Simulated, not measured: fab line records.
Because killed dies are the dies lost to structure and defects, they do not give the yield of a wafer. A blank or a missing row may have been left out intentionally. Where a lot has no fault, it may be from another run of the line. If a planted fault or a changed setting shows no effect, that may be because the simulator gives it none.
Lot-split experiment :: flow n5-finfet :: route with 1938 steps; 7 lots, 21 wafers read

== THE SPLIT ==
At N5_MOL_CONTACT_COAG_ETCH_15 (etches SiNx in CH3F/O2, stops on Si:P, target depth 7 nm), the setting source-w was moved away from the recipe's 395 W on 9 of the 21 wafers read, by -4.7% to +17.0%. For the rest of the wafers, this setting stayed at what the recipe calls for.

The reading is taken at the split's own step.

== THE READING ==
rf-vpp-V, in V, at N5_MOL_CONTACT_COAG_ETCH_15 (etches SiNx in CH3F/O2, stops on Si:P, target depth 7 nm). Typical for fault-free wafers on this fab line: 296.4 V, with standard deviation 2.7 V.

wafer: L074.1
tool, chamber at the split: rie-diel-01, 1
source-w as run, W: 395
against the recipe: recipe
rf-vpp-V, V: 298.7
against lot-mates on the recipe: -

wafer: L074.3
tool, chamber at the split: rie-diel-01, 2
source-w as run, W: 449
against the recipe: +13.7%
rf-vpp-V, V: 276.9
against lot-mates on the recipe: -21.8

wafer: L074.6
tool, chamber at the split: rie-diel-01, 0
source-w as run, W: 449
against the recipe: +13.7%
rf-vpp-V, V: 276.4
against lot-mates on the recipe: -22.3

wafer: L075.1
tool, chamber at the split: rie-diel-01, 1
source-w as run, W: 395
against the recipe: recipe
rf-vpp-V, V: 300.9
against lot-mates on the recipe: -

wafer: L075.2
tool, chamber at the split: rie-diel-01, 2
source-w as run, W: 395
against the recipe: recipe
rf-vpp-V, V: 293.4
against lot-mates on the recipe: -

wafer: L075.5
tool, chamber at the split: rie-diel-01, 3
source-w as run, W: 395
against the recipe: recipe
rf-vpp-V, V: 300.4
against lot-mates on the recipe: -

wafer: L077.1
tool, chamber at the split: rie-diel-06, 3
source-w as run, W: 395
against the recipe: recipe
rf-vpp-V, V: 298.0
against lot-mates on the recipe: -

wafer: L077.3
tool, chamber at the split: rie-diel-06, 2
source-w as run, W: 462.1
against the recipe: +17.0%
rf-vpp-V, V: 275.0
against lot-mates on the recipe: -23.0

wafer: L077.6
tool, chamber at the split: rie-diel-06, 3
source-w as run, W: 462.1
against the recipe: +17.0%
rf-vpp-V, V: 276.7
against lot-mates on the recipe: -21.3

wafer: L083.2
tool, chamber at the split: rie-diel-01, 1
source-w as run, W: 376.5
against the recipe: -4.7%
rf-vpp-V, V: 306.3
against lot-mates on the recipe: +6.0

wafer: L083.5
tool, chamber at the split: rie-diel-01, 3
source-w as run, W: 395
against the recipe: recipe
rf-vpp-V, V: 300.3
against lot-mates on the recipe: -

wafer: L083.6
tool, chamber at the split: rie-diel-01, 2
source-w as run, W: 376.5
against the recipe: -4.7%
rf-vpp-V, V: 299.6
against lot-mates on the recipe: -0.7

wafer: L088.1
tool, chamber at the split: rie-diel-02, 2
source-w as run, W: 395
against the recipe: recipe
rf-vpp-V, V: 298.5
against lot-mates on the recipe: -

wafer: L088.4
tool, chamber at the split: rie-diel-02, 3
source-w as run, W: 395
against the recipe: recipe
rf-vpp-V, V: 299.4
against lot-mates on the recipe: -

wafer: L088.5
tool, chamber at the split: rie-diel-02, 2
source-w as run, W: 395
against the recipe: recipe
rf-vpp-V, V: 297.4
against lot-mates on the recipe: -

wafer: L090.3
tool, chamber at the split: rie-diel-06, 0
source-w as run, W: 418
against the recipe: +5.8%
rf-vpp-V, V: 289.5
against lot-mates on the recipe: no lot-mate on the recipe

wafer: L090.5
tool, chamber at the split: rie-diel-06, 0
source-w as run, W: 418
against the recipe: +5.8%
rf-vpp-V, V: 290.0
against lot-mates on the recipe: no lot-mate on the recipe

wafer: L090.6
tool, chamber at the split: rie-diel-06, 1
source-w as run, W: 418
against the recipe: +5.8%
rf-vpp-V, V: 284.9
against lot-mates on the recipe: no lot-mate on the recipe

wafer: L093.1
tool, chamber at the split: rie-diel-01, 0
source-w as run, W: 395
against the recipe: recipe
rf-vpp-V, V: 293.8
against lot-mates on the recipe: -

wafer: L093.4
tool, chamber at the split: rie-diel-01, 1
source-w as run, W: 395
against the recipe: recipe
rf-vpp-V, V: 301.2
against lot-mates on the recipe: -

wafer: L093.5
tool, chamber at the split: rie-diel-01, 3
source-w as run, W: 395
against the recipe: recipe
rf-vpp-V, V: 299.5
against lot-mates on the recipe: -

THE FIT
A straight line over all 21 wafers: rf-vpp-V changes by -1.41 V for each +1% of source-w; r = -0.96; the points scatter about the line by 2.7 V.
The same after taking each lot's own level away (the mean of its wafers on the recipe; 18 wafers): -1.35 V for each +1%; r = -0.96; scatter 2.9 V.
Per that fit: largest source-w move, reading shift of 23 V.
The lots' own levels span 298.00 to 300.30 V, that is 0.9 times the standard deviation above.
Consequently the slope shifts little with the lot-to-lot level, the two slopes agreeing.
Check: with one of the wafers moved furthest among these (+17.0%) left out of the fit, the line predicts -23.9 V for it against its lot-mates. It came out at -23 V against them.
Tool readings at the split's step, against how far the setting was moved: rf-vpp-V r = -0.96.

== THE OTHER SPLITS THESE WAFERS WENT THROUGH ==
Note: prior to the reading, these wafers also went through further splits. Each is held against what the fit with the lots' levels taken away leaves over:
other split on the same wafers: N5_HKMG_FIN_HK_ALD_01 ald-cycles
wafers away from the commonest value: 7
r with rf-vpp-V (lot level and that fit taken away): -0.09

other split on the same wafers: N5_GATE_CUT_ETCH_58 source-w
wafers away from the commonest value: 8
r with rf-vpp-V (lot level and that fit taken away): +0.10

== FILE'S OWN FIT ==
rf-vpp-V changes by -1.39 V for each +1% of source-w, r = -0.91.
